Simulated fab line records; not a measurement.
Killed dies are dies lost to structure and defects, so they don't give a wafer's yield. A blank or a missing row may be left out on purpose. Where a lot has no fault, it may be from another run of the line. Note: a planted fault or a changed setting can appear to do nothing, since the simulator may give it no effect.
Matching of chambers -- flow n5_finfet -- N5_BEOL_M3_STRIP_19 on rie_diel-02: 4 sister chambers
The step strips in O2. 14 wafers are shown with their chamber, then 7 later ones without.

WAFERS PAIRED WITH THEIR CHAMBERS
wafer,chamber,drypump_motor_current_A (A),showerhead_plenum_p_Torr (Torr),oes_product_au (a.u.)
L074.2,1,6.4,2.04,0.68
L074.4,3,4.9,2.01,0.74
L074.6,2,5.8,2.11,0.77
L077.2,3,4.9,2.01,0.73
L077.4,3,4.9,2.01,0.72
L077.5,1,6.3,2.04,0.67
L079.1,3,4.9,2.01,0.73
L079.3,2,5.8,2.10,0.76
L079.4,1,6.3,2.04,0.66
L080.2,1,6.3,2.04,0.67
L080.3,3,4.9,2.01,0.73
L080.6,3,4.9,2.01,0.72
L083.4,3,4.9,2.00,0.72
L083.5,0,5.7,2.14,0.95

SIGNATURES (means of the wafers above)
reading,chamber 0,chamber 1,chamber 2,chamber 3,scatter within a chamber
drypump_motor_current_A,5.700,6.325,5.800,4.900,0.0274
showerhead_plenum_p_Torr,2.1400,2.0400,2.1050,2.0086,0.00368
oes_product_au,0.9500,0.6700,0.7650,0.7271,0.0077
Rule: distance of a wafer from a chamber = root of the sum over the readings of ((wafer's reading minus chamber's mean) / reading's scatter) squared. If the next closest chamber is less than 2 further off than the closest, the wafer can't be placed; otherwise it belongs to the closest. The scatter: the root of (the sum of the squares of (reading less its chamber's mean) over the shown wafers, divided by (wafers less chambers)).

WAFERS WHOSE CHAMBER IS MISSING
wafer,drypump_motor_current_A (A),showerhead_plenum_p_Torr (Torr),oes_product_au (a.u.)
L083.6,5.9,2.10,0.75
L090.1,5.7,2.14,0.92
L090.3,6.4,2.03,0.95
L090.5,5.7,2.14,0.92
L093.2,5.7,2.14,0.90
L093.3,6.4,2.03,0.95
L093.5,6.3,2.03,0.95

EACH ONE'S CHAMBER
wafer,from the rows above,in truth
L083.6,2,2
L090.1,0,0
L090.3,can't be placed: 1 or 2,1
L090.5,0,0
L093.2,0,0
L093.3,can't be placed: 1 or 2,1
L093.5,can't be placed: 2 or 1 or 0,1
Correctly placed: 4 of 7. Not placeable from these rows: 3 (in 3, the candidates include the true chamber). 0 placed wrongly.
